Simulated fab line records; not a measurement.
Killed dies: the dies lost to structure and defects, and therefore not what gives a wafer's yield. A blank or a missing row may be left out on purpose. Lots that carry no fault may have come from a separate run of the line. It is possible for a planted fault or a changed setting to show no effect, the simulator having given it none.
What tool caused it?	flow nand harc	21 lots, 63 wafers sampled, at 6 steps of a route of 1302

## WHAT THE GAUGES SHOWED, per wafer
The record lacks any reading of a measuring or inspecting step that a usual standard deviation could be used to judge.

## WHAT TOOL EACH LOT RAN ON (gives the tool, then ch and the chambers of the sampled wafers, and finally the start)
lot	NHARC_A_STAIRCASE_ETCH_27	NHARC_A_STAIRCASE_ETCH_188	NHARC_A_STAIRCASE_ETCH_203	NHARC_A_STAIRCASE_TRIM_222	NHARC_A_STAIRCASE_TRIM_224	NHARC_A_STAIRCASE_TRIM_233
L075	rie diel-13 ch 0,1,3, no start	rie diel-13 ch 0,2, no start	rie diel-13 ch 0,1,3, no start	rie diel-13 ch 0,3, no start	rie diel-13 ch 1,2, no start	rie diel-12 ch 0,1, no start
L074	rie diel-12 ch 1,2,3, no start	rie diel-12 ch 1,2,3, no start	rie diel-02 ch 0,1,2, no start	rie diel-13 ch 0,2,3, no start	rie diel-13 ch 0,1,2, no start	rie diel-13 ch 0,1,3, no start
L076	rie diel-13 ch 0,2, no start	rie diel-12 ch 0,1,3, no start	rie diel-13 ch 1,2,3, no start	rie diel-02 ch 0,1, no start	rie diel-02 ch 0,1,2, no start	rie diel-02 ch 0,1, no start
L079	rie diel-13 ch 0,1,2, no start	rie diel-02 ch 0,1,2, no start	rie diel-02 ch 0,1,3, no start	rie diel-13 ch 0,1,2, no start	rie diel-13 ch 0,1,3, no start	rie diel-12 ch 0,2,3, no start
L078	rie diel-13 ch 0,3, no start	rie diel-13 ch 0,3, no start	rie diel-12 ch 0,1, no start	rie diel-02 ch 0,1,3, no start	rie diel-02 ch 0,1,3, no start	rie diel-13 ch 0,1,2, no start
L081	rie diel-12 ch 1,2,3, no start	rie diel-13 ch 0,2,3, no start	rie diel-13 ch 1,2,3, no start	rie diel-02 ch 1,2,3, no start	rie diel-02 ch 1,2, no start	rie diel-02 ch 1,2,3, no start
L080	rie diel-13 ch 0,2,3, no start	rie diel-02 ch 1,2,3, no start	rie diel-02 ch 1,2, no start	rie diel-12 ch 0,1, no start	rie diel-12 ch 0,2,3, no start	rie diel-02 ch 1,2, no start
L082	rie diel-02 ch 1,2, no start	rie diel-13 ch 0,2,3, no start	rie diel-13 ch 0,1,3, no start	rie diel-02 ch 0,1,2, no start	rie diel-02 ch 0,1,2, no start	rie diel-02 ch 1,2, no start
L083	rie diel-02 ch 1,2, no start	rie diel-13 ch 0,2, no start	rie diel-13 ch 1,2,3, no start	rie diel-13 ch 0,1,3, no start	rie diel-13 ch 0,2,3, no start	rie diel-13 ch 0,2,3, no start
L084	rie diel-02 ch 0,1,2, no start	rie diel-12 ch 1,2, no start	rie diel-13 ch 1,2,3, no start	rie diel-12 ch 0,2,3, no start	rie diel-12 ch 0,1,3, no start	rie diel-12 ch 2,3, no start
L085	rie diel-02 ch 1,2, no start	rie diel-12 ch 0,1,2, no start	rie diel-13 ch 0,3, no start	rie diel-12 ch 0,2, no start	rie diel-12 ch 0,2,3, no start	rie diel-02 ch 0,2, no start
L087	rie diel-13 ch 1,2, no start	rie diel-13 ch 1,2,3, no start	rie diel-12 ch 0,1,2, no start	rie diel-02 ch 1,2,3, no start	rie diel-02 ch 0,1,3, no start	rie diel-02 ch 0,1,3, no start
L086	rie diel-12 ch 0,2,3, no start	rie diel-12 ch 0,2,3, no start	rie diel-13 ch 1,2,3, no start	rie diel-13 ch 1,2,3, no start	rie diel-13 ch 1,2,3, no start	rie diel-13 ch 0,3, no start
L088	rie diel-02 ch 0,2,3, no start	rie diel-13 ch 1,3, no start	rie diel-13 ch 0,3, no start	rie diel-02 ch 0,2, no start	rie diel-02 ch 2,3, no start	rie diel-02 ch 0,1,2, no start
L090	rie diel-12 ch 1,2,3, no start	rie diel-12 ch 0,2, no start	rie diel-12 ch 1,2,3, no start	rie diel-02 ch 1,2,3, no start	rie diel-02 ch 0,3, no start	rie diel-02 ch 1,3, no start
L091	rie diel-02 ch 0,2, no start	rie diel-02 ch 0,2,3, no start	rie diel-02 ch 0,2, no start	rie diel-02 ch 0,3, no start	rie diel-02 ch 0,3, no start	rie diel-02 ch 1,2,3, no start
L092	rie diel-13 ch 0,1, no start	rie diel-12 ch 1,2,3, no start	rie diel-02 ch 1,3, no start	rie diel-13 ch 0,1,2, no start	rie diel-13 ch 0,1,3, no start	rie diel-12 ch 0,2, no start
L093	rie diel-13 ch 1,3, no start	rie diel-02 ch 1,2, no start	rie diel-13 ch 1,2,3, no start	rie diel-02 ch 0,1, no start	rie diel-02 ch 0,1,3, no start	rie diel-12 ch 1,2, no start
L096	rie diel-12 ch 0,2, day 24 19:33 or earlier	rie diel-12 ch 0,2, day 24 19:33 or earlier	rie diel-02 ch 0,1,2, day 24 19:33 or earlier	rie diel-02 ch 0,1, day 24 19:33 or earlier	rie diel-02 ch 0,2, day 24 19:33 or earlier	rie diel-12 ch 0,3, day 24 19:33
L094	rie diel-13 ch 1,2,3, no start	rie diel-13 ch 0,1,3, no start	rie diel-13 ch 0,1,3, no start	rie diel-12 ch 1,2,3, no start	rie diel-12 ch 0,1,2, no start	rie diel-13 ch 0,2,3, no start
L095	rie diel-02 ch 0,3, no start	rie diel-02 ch 1,2, no start	rie diel-13 ch 0,2,3, no start	rie diel-12 ch 0,3, no start	rie diel-12 ch 0,2,3, no start	rie diel-13 ch 0,1,3, no start
- NHARC_A_STAIRCASE_ETCH_27: etches the open film in C4F8/O2, target depth 100 nm, time 40.5 s.
- NHARC_A_STAIRCASE_ETCH_188: etches the open film in C4F8/O2, target depth 100 nm, time 40.5 s.
- NHARC_A_STAIRCASE_ETCH_203: etches the open film in C4F8/O2, target depth 100 nm, time 40.5 s.
- NHARC_A_STAIRCASE_TRIM_222: chemistry O2, time 211.2 s.
- NHARC_A_STAIRCASE_TRIM_224: chemistry O2, time 211.2 s.
- NHARC_A_STAIRCASE_TRIM_233: chemistry O2, time 211.2 s.

## AS READ BY THE TOOLS THEMSELVES (means over the sampled wafers that have a number; for cases with no such wafer, the mark the record gives instead)
NHARC_A_STAIRCASE_ETCH_27.
lot	tool	bias w (W)	oes product au (a.u.)	rf vpp V (V)
L075	rie diel-13	995.7	0.944	894
L074	rie diel-12	1000.4	0.958	894
L076	rie diel-13	1000.0	0.950	894
L079	rie diel-13	998.4	0.946	891
L078	rie diel-13	1000.7	0.949	896
L081	rie diel-12	999.7	0.949	893
L080	rie diel-13	999.8	0.941	894
L082	rie diel-02	1002.4	0.939	897
L083	rie diel-02	1001.1	0.921	897
L084	rie diel-02	999.7	0.940	901
L085	rie diel-02	1000.0	0.946	901
L087	rie diel-13	997.1	0.940	889
L086	rie diel-12	1001.8	0.928	897
L088	rie diel-02	996.7	0.942	896
L090	rie diel-12	1000.9	0.945	899
L091	rie diel-02	1001.3	0.938	901
L092	rie diel-13	1000.3	0.957	890
L093	rie diel-13	999.1	0.957	891
L096	rie diel-12	1003.8	0.952	899
L094	rie diel-13	1000.2	0.946	892
L095	rie diel-02	1002.8	0.941	900

NHARC_A_STAIRCASE_ETCH_188.
lot	tool	bias w (W)	oes product au (a.u.)	rf vpp V (V)
L075	rie diel-13	1002.3	0.939	892
L074	rie diel-12	1003.1	0.957	894
L076	rie diel-12	1000.8	0.958	894
L079	rie diel-02	1001.6	0.954	901
L078	rie diel-13	1000.8	0.959	899
L081	rie diel-13	1001.7	0.935	895
L080	rie diel-02	1000.0	0.933	897
L082	rie diel-13	1003.3	0.956	895
L083	rie diel-13	998.2	0.939	891
L084	rie diel-12	999.0	0.951	903
L085	rie diel-12	999.2	0.964	896
L087	rie diel-13	999.3	0.935	892
L086	rie diel-12	997.8	0.931	897
L088	rie diel-13	1003.6	0.955	891
L090	rie diel-12	1000.3	0.960	898
L091	rie diel-02	997.3	0.947	896
L092	rie diel-12	1000.8	0.951	900
L093	rie diel-02	999.9	0.945	897
L096	rie diel-12	1003.8	0.950	893
L094	rie diel-13	999.6	0.950	894
L095	rie diel-02	1000.6	0.930	901

NHARC_A_STAIRCASE_ETCH_203.
lot	tool	bias w (W)	oes product au (a.u.)	rf vpp V (V)
L075	rie diel-13	998.0	0.950	895
L074	rie diel-02	1001.3	0.956	895
L076	rie diel-13	1001.4	0.954	894
L079	rie diel-02	997.0	0.938	901
L078	rie diel-12	1001.6	0.941	890
L081	rie diel-13	1001.0	0.940	892
L080	rie diel-02	998.2	0.925	902
L082	rie diel-13	1000.2	0.952	894
L083	rie diel-13	1000.7	0.948	892
L084	rie diel-13	997.7	0.953	893
L085	rie diel-13	998.8	0.945	898
L087	rie diel-12	1001.9	0.946	896
L086	rie diel-13	998.7	0.951	892
L088	rie diel-13	998.3	0.932	896
L090	rie diel-12	999.8	0.945	899
L091	rie diel-02	1000.5	0.947	897
L092	rie diel-02	998.8	0.953	901
L093	rie diel-13	997.4	0.939	892
L096	rie diel-02	999.6	0.943	901
L094	rie diel-13	999.1	0.943	893
L095	rie diel-13	997.7	0.941	894

NHARC_A_STAIRCASE_TRIM_222.
lot	tool	drypump motor current A (A)	o2 flow sccm (sccm)	oes product au (a.u.)	rf vpp V (V)	showerhead plenum p Torr (Torr)	throttle valve pct (%)
L075	rie diel-13	5.7	499.1	1.001	58.5	3.61	17.038
L074	rie diel-13	5.6	499.7	0.996	57.3	3.51	17.037
L076	rie diel-02	5.3	500.3	1.007	58.6	3.44	17.039
L079	rie diel-13	5.9	499.3	1.008	57.3	3.39	17.033
L078	rie diel-02	5.6	498.7	1.001	57.8	3.67	17.033
L081	rie diel-02	5.8	499.1	0.998	57.5	3.56	17.039
L080	rie diel-12	6.0	501.1	0.995	58.4	3.42	17.036
L082	rie diel-02	5.8	499.2	0.987	58.6	3.68	17.038
L083	rie diel-13	6.0	500.8	1.007	58.8	3.48	17.033
L084	rie diel-12	5.2	499.8	1.006	57.5	3.58	17.037
L085	rie diel-12	5.0	500.4	1.010	58.1	3.47	17.045
L087	rie diel-02	5.9	500.7	0.998	57.6	3.55	17.044
L086	rie diel-13	5.6	500.9	1.006	57.5	3.43	17.039
L088	rie diel-02	6.1	500.1	0.999	58.0	3.66	17.034
L090	rie diel-02	5.9	500.0	1.000	57.5	3.54	17.032
L091	rie diel-02	5.9	497.7	0.999	58.1	3.52	17.029
L092	rie diel-13	5.9	499.9	1.012	57.6	3.38	17.037
L093	rie diel-02	5.3	502.1	0.999	58.4	3.77	17.040
L096	rie diel-02	5.3	500.1	0.993	58.3	3.77	17.032
L094	rie diel-12	5.8	498.8	1.010	58.3	3.62	17.039
L095	rie diel-12	5.4	498.8	1.005	57.3	3.50	17.043

NHARC_A_STAIRCASE_TRIM_224.
lot	tool	drypump motor current A (A)	o2 flow sccm (sccm)	oes product au (a.u.)	rf vpp V (V)	showerhead plenum p Torr (Torr)	throttle valve pct (%)
L075	rie diel-13	5.6	500.3	1.009	57.6	3.35	17.034
L074	rie diel-13	5.9	500.5	1.008	57.3	3.40	17.041
L076	rie diel-02	5.8	498.2	0.999	57.9	3.51	17.033
L079	rie diel-13	6.0	499.2	1.012	58.1	3.49	17.036
L078	rie diel-02	5.6	499.2	1.000	58.3	3.67	17.025
L081	rie diel-02	5.5	500.6	0.987	57.9	3.69	17.033
L080	rie diel-12	5.2	500.0	1.003	56.8	3.40	17.038
L082	rie diel-02	5.8	499.7	0.994	58.4	3.68	17.032
L083	rie diel-13	5.6	498.6	0.995	57.8	3.50	17.031
L084	rie diel-12	5.7	501.2	0.999	57.8	3.47	17.045
L085	rie diel-12	5.3	501.0	0.997	57.5	3.58	17.044
L087	rie diel-02	5.6	501.8	0.989	57.5	3.65	17.033
L086	rie diel-13	5.7	499.8	1.001	56.9	3.43	17.038
L088	rie diel-02	6.1	498.3	0.999	57.8	3.42	17.033
L090	rie diel-02	5.9	500.9	0.994	57.4	3.52	17.030
L091	rie diel-02	5.8	501.7	1.001	57.6	3.63	17.041
L092	rie diel-13	6.0	500.3	1.000	58.4	3.47	17.042
L093	rie diel-02	5.6	499.0	1.000	58.1	3.64	17.040
L096	rie diel-02	6.3	501.1	1.003	57.6	3.54	17.037
L094	rie diel-12	5.5	500.9	1.007	58.1	3.51	17.034
L095	rie diel-12	5.3	499.1	0.995	57.0	3.56	17.029

NHARC_A_STAIRCASE_TRIM_233.
lot	tool	drypump motor current A (A)	o2 flow sccm (sccm)	oes product au (a.u.)	rf vpp V (V)	showerhead plenum p Torr (Torr)	throttle valve pct (%)
L075	rie diel-12	6.0	499.6	1.010	58.4	3.44	17.042
L074	rie diel-13	6.0	500.6	0.998	57.5	3.49	17.029
L076	rie diel-02	5.5	500.5	1.008	57.5	3.61	17.027
L079	rie diel-12	5.2	499.7	1.004	57.5	3.41	17.041
L078	rie diel-13	6.0	499.7	1.009	56.9	3.39	17.049
L081	rie diel-02	5.8	500.4	0.999	57.9	3.56	17.036
L080	rie diel-02	5.5	499.4	0.993	57.4	3.69	17.038
L082	rie diel-02	5.5	502.9	0.992	58.5	3.69	17.031
L083	rie diel-13	5.7	500.6	1.007	57.8	3.50	17.036
L084	rie diel-12	5.5	501.0	0.988	57.6	3.68	17.036
L085	rie diel-02	6.0	498.9	0.995	57.9	3.66	17.033
L087	rie diel-02	5.6	499.2	1.001	58.0	3.65	17.037
L086	rie diel-13	5.9	499.3	0.995	57.8	3.54	17.034
L088	rie diel-02	5.8	500.5	0.998	58.1	3.66	17.044
L090	rie diel-02	5.3	498.5	0.993	58.4	3.65	17.031
L091	rie diel-02	5.8	500.5	0.990	57.9	3.54	17.037
L092	rie diel-12	5.0	500.1	1.009	57.7	3.62	17.036
L093	rie diel-12	5.6	499.7	1.014	57.8	3.68	17.030
L096	rie diel-12	5.5	501.1	0.991	57.1	3.50	17.031
L094	rie diel-13	5.6	501.2	0.998	57.8	3.48	17.031
L095	rie diel-13	6.0	500.0	1.004	57.1	3.46	17.035

## THE ANSWER, worked out from the rows above alone
Rule: the lots themselves supply what counts as usual. The widest of any qualifying gaps counts: lots, ordered by their means at a reading, are off when they make up no more than a third of the lots, leave a main group of 4 or more, and stand apart from it by 3 or more times the standard deviation of that group's means. A main group is skipped when, at the precision printed for the reading in the tables above, its means are all equal. Also off: a lot with no number at a reading for which 4 or more lots have one. All remaining lots with rows at the step are treated as sound. After the gauges, taken in route order, come the tools' own readings; for these a lot's mean is taken, as printed above. At the first step where some lot is off, the reading lying furthest off is the one used; lots without a number count as furthest.
None of the lots is off at any reading shown; this tells nothing.

## WHAT THE SIMULATOR HAD INSERTED
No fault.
